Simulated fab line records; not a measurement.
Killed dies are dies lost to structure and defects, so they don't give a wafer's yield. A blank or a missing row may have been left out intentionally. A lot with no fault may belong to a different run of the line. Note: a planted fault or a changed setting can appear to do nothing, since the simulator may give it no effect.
A single fault, viewed from 3 desks -- flow nand_harc -- numbers are kept per desk, each desk with only its own; the story behind them comes last

## THE DEFECT DESK
What the inspections along the route counted, lot by lot: means of the sampled wafers that have a number. Any lot whose mean is over 4 standard deviations away from the usual mean is out of limits and marked OUT; that distance is given in the brackets.
Columns: A = raw_defect_count at NHARC_A_CHANNEL_FILL_D1_INSPECT_13, usual 289
lot,first seen here,A
L741,day 11 02:13,215
L742,day 11 17:20,252
L743,day 12 03:47,324
L744,day 12 12:29,252
L745,day 13 13:47,342
L747,day 14 04:58,294
L748,day 14 11:25,307
L750,day 15 12:00,304
L752,day 15 20:37,424
L755,day 17 05:30,240
L760,day 19 15:31,183
L761,day 19 22:55,222
L763,day 20 08:47,355
Finding of this desk: none of the 13 lots has anything out of limits.

## AT THE METROLOGY DESK
Means of the sampled wafers that have a number, per lot and without regard to the tool the lot ran on: this is what the gauges read. Any lot whose mean is over 4 standard deviations away from the usual mean is out of limits and marked OUT; that distance is given in the brackets.
Columns: A = thk_nm at NHARC_A_DECK1_JOINT_THK_MEAS_17, usual 44.8 nm
lot,first seen here,A
L741,day 12 13:53,44.4
L742,day 13 09:01,44.8
L743,day 13 14:47,44.4
L744,day 14 02:15,46.4
L745,day 15 04:21,44.6
L747,day 15 15:52,45.6
L748,day 15 23:34,44.5
L750,day 16 21:17,29.4 (-14) OUT
L752,day 17 11:30,28.1 (-15) OUT
L755,day 18 15:11,45.1
L760,day 21 00:17,44.2
L761,day 21 07:38,44.5
L763,day 21 17:56,45.0
Finding of this desk: L750, L752 out of limits; the first was L750 at day 16 21:17, on thk_nm at NHARC_A_DECK1_JOINT_THK_MEAS_17. In limits: L741, L742, L743, L744, L745, L747, L748, L755, L760, L761, L763.

## DESK OF THE TOOL OWNER: pecvd-03
The tool's own readings at NHARC_A_DECK1_JOINT_DEP_16 (deposits SiO2, target thk 45 nm): means of the sampled wafers that have a number, for each lot that ran on this tool. Any lot whose mean is over 4 standard deviations away from the usual mean is out of limits and marked OUT; that distance is given in the brackets.
Columns: A = heater_power_w at NHARC_A_DECK1_JOINT_DEP_16, usual 531 W; B = throttle_valve_pct at NHARC_A_DECK1_JOINT_DEP_16, usual 16.2 %
lot,first seen here,A,B
L742,day 13 08:44,510,16.2
L744,day 14 02:02,503,16.4
L747,day 15 15:34,469,16.6
L748,day 15 23:19,567,16.8
L750,day 16 21:02,547,15.9
L752,day 17 11:13,556,16.2
L763,day 21 17:39,576,16.4
Finding of this desk: none of the 7 lots has anything out of limits.

## ALL TOGETHER
The metrology desk could have raised an alarm at day 16 21:17, on L750, L752.
The defect desk saw nothing out of limits.
Nothing out of limits was seen by the tool owner's desk.
The defect desk has L750, L752 on record, within its limits.
Tool owner's desk: L750, L752 on record, inside its limits.
Of the lots named, all ran NHARC_A_DECK1_JOINT_DEP_16 on pecvd-03.

## WHAT THE SIMULATOR HAD PUT IN
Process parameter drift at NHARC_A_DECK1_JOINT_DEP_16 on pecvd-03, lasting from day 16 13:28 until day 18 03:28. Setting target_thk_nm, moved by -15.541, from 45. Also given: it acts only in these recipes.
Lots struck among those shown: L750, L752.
Hours from the fault's start to each desk's first reading out of limits: the metrology desk, 8.
